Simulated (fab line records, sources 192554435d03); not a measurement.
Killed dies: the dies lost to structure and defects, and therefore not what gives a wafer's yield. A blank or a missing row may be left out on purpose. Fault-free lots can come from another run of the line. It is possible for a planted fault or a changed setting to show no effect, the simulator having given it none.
Matching of chambers :: flow n5_finfet :: 4 sister chambers for N5_FIN_CUT_STRIP_22 on rie_diel-03
The step strips in N2/H2. 14 wafers are shown with their chamber, then 7 later ones without.

== WAFERS PAIRED WITH THEIR CHAMBERS ==
wafer: L074.1
chamber: 2
showerhead_plenum_p_Torr (Torr): 3.48
oes_product_au (a.u.): 0.74
throttle_valve_pct (%): 19.0

wafer: L074.3
chamber: 1
showerhead_plenum_p_Torr (Torr): 3.36
oes_product_au (a.u.): 0.76
throttle_valve_pct (%): 18.9

wafer: L074.4
chamber: 0
showerhead_plenum_p_Torr (Torr): 3.42
oes_product_au (a.u.): 0.86
throttle_valve_pct (%): 18.9

wafer: L076.1
chamber: 2
showerhead_plenum_p_Torr (Torr): 3.48
oes_product_au (a.u.): 0.75
throttle_valve_pct (%): 19.0

wafer: L076.2
chamber: 3
showerhead_plenum_p_Torr (Torr): 3.36
oes_product_au (a.u.): 0.76
throttle_valve_pct (%): 18.7

wafer: L076.4
chamber: 0
showerhead_plenum_p_Torr (Torr): 3.42
oes_product_au (a.u.): 0.87
throttle_valve_pct (%): 19.0

wafer: L078.3
chamber: 1
showerhead_plenum_p_Torr (Torr): 3.36
oes_product_au (a.u.): 0.75
throttle_valve_pct (%): 19.0

wafer: L078.4
chamber: 0
showerhead_plenum_p_Torr (Torr): 3.42
oes_product_au (a.u.): 0.87
throttle_valve_pct (%): 19.0

wafer: L078.5
chamber: 0
showerhead_plenum_p_Torr (Torr): 3.42
oes_product_au (a.u.): 0.85
throttle_valve_pct (%): 18.9

wafer: L080.2
chamber: 0
showerhead_plenum_p_Torr (Torr): 3.42
oes_product_au (a.u.): 0.84
throttle_valve_pct (%): 19.0

wafer: L080.5
chamber: 1
showerhead_plenum_p_Torr (Torr): 3.35
oes_product_au (a.u.): 0.77
throttle_valve_pct (%): 19.0

wafer: L080.6
chamber: 0
showerhead_plenum_p_Torr (Torr): 3.42
oes_product_au (a.u.): 0.87
throttle_valve_pct (%): 18.9

wafer: L088.1
chamber: 2
showerhead_plenum_p_Torr (Torr): 3.47
oes_product_au (a.u.): 0.71
throttle_valve_pct (%): 19.1

wafer: L088.2
chamber: 0
showerhead_plenum_p_Torr (Torr): 3.41
oes_product_au (a.u.): 0.83
throttle_valve_pct (%): 19.0

SIGNATURES (averages over the wafers above)
reading: showerhead_plenum_p_Torr
chamber 0: 3.4186
chamber 1: 3.3567
chamber 2: 3.4767
chamber 3: 3.3600
scatter within a chamber: 0.00468

reading: oes_product_au
chamber 0: 0.8557
chamber 1: 0.7600
chamber 2: 0.7333
chamber 3: 0.7600
scatter within a chamber: 0.0162

reading: throttle_valve_pct
chamber 0: 18.957
chamber 1: 18.967
chamber 2: 19.033
chamber 3: 18.700
scatter within a chamber: 0.0552
Rule: for a wafer and a chamber, the distance is found by dividing, reading by reading, the gap between the wafer's reading and the chamber's mean by the reading's scatter, squaring, summing and taking the root. If the next closest chamber is less than 2 further off than the closest, the wafer can't be placed; otherwise it belongs to the closest. The scatter: the root of (the sum of the squares of (reading less its chamber's mean) over the shown wafers, divided by (wafers less chambers)).

== WAFERS MISSING THEIR CHAMBER ==
wafer: L088.5
showerhead_plenum_p_Torr (Torr): 3.47
oes_product_au (a.u.): 0.72
throttle_valve_pct (%): 19.0

wafer: L090.2
showerhead_plenum_p_Torr (Torr): 3.35
oes_product_au (a.u.): 0.75
throttle_valve_pct (%): 19.0

wafer: L090.3
showerhead_plenum_p_Torr (Torr): 3.34
oes_product_au (a.u.): 0.74
throttle_valve_pct (%): 18.7

wafer: L090.5
showerhead_plenum_p_Torr (Torr): 3.41
oes_product_au (a.u.): 0.82
throttle_valve_pct (%): 19.0

wafer: L094.2
showerhead_plenum_p_Torr (Torr): 3.40
oes_product_au (a.u.): 0.81
throttle_valve_pct (%): 19.0

wafer: L094.3
showerhead_plenum_p_Torr (Torr): 3.34
oes_product_au (a.u.): 0.73
throttle_valve_pct (%): 18.7

wafer: L094.5
showerhead_plenum_p_Torr (Torr): 3.40
oes_product_au (a.u.): 0.80
throttle_valve_pct (%): 19.0

== THE CHAMBER EACH PASSED THROUGH ==
wafer: L088.5
from the rows above: 2
in truth: 2

wafer: L090.2
from the rows above: 1
in truth: 1

wafer: L090.3
from the rows above: can't be placed: 3 or 1
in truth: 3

wafer: L090.5
from the rows above: 0
in truth: 0

wafer: L094.2
from the rows above: 0
in truth: 0

wafer: L094.3
from the rows above: can't be placed: 3 or 1
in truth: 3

wafer: L094.5
from the rows above: 0
in truth: 0
Correct placement for 5 of the 7. Cannot be placed on the basis of these rows: 2; the candidates contain the true chamber in 2. Placed wrongly: 0.
